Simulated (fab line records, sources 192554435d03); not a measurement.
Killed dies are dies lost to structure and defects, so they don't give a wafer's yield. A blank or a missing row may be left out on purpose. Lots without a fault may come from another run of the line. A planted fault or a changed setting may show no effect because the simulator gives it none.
Chamber matching | flow n5_finfet | N5_BEOL_M6_PECVD_70 on pecvd-04: 3 sister chambers
The step deposits SiO2 from TEOS/O2, target thk 20 nm, time 22.7 s. 6 wafers are shown with their chamber, then 12 later ones without.

WAFERS WITH THEIR CHAMBER
wafer  | chamber | throttle_valve_pct (%) | showerhead_plenum_p_Torr (Torr)
L080.5 | 1       | 21.7                   | 8.81
L086.3 | 0       | 22.7                   | 8.75
L086.5 | 1       | 21.2                   | 8.81
L088.1 | 2       | 21.1                   | 8.75
L088.2 | 0       | 22.6                   | 8.74
L088.5 | 2       | 21.2                   | 8.76

WAFERS WITHOUT THEIR CHAMBER
wafer  | throttle_valve_pct (%) | showerhead_plenum_p_Torr (Torr)
L087.1 | 21.5                   | 8.76
L087.5 | 21.3                   | 8.75
L087.6 | 22.9                   | 8.75
L089.1 | 21.5                   | 8.80
L089.4 | 22.7                   | 8.72
L089.5 | 21.3                   | 8.73
L092.2 | 21.5                   | 8.81
L092.4 | 21.6                   | 8.82
L092.5 | 21.4                   | 8.75
L096.2 | 21.3                   | 8.81
L096.4 | 21.6                   | 8.76
L096.5 | 22.6                   | 8.73

WHICH CHAMBER EACH WENT THROUGH
wafer  | from the rows above | in truth
L087.1 | 2                   | 2
L087.5 | 2                   | 2
L087.6 | 0                   | 0
L089.1 | 1                   | 1
L089.4 | 0                   | 0
L089.5 | 2                   | 2
L092.2 | 1                   | 1
L092.4 | 1                   | 1
L092.5 | 2                   | 2
L096.2 | 1                   | 1
L096.4 | 2                   | 2
L096.5 | 0                   | 0
Placed correctly: 12 of 12. Can't be placed from these rows: 0. Placed wrongly: 0.
How it was worked out, from the rows above alone: a wafer's distance from a chamber is the root of the sum, over the readings, of the square of ((its reading less the chamber's mean) divided by the reading's scatter). The wafer belongs to the nearest chamber; if the next one is less than 2 further off, it can't be placed. A chamber's mean is the mean of its shown wafers. The scatter: the root of (the sum of the squares of (reading less its chamber's mean) over the shown wafers, divided by (wafers less chambers)).
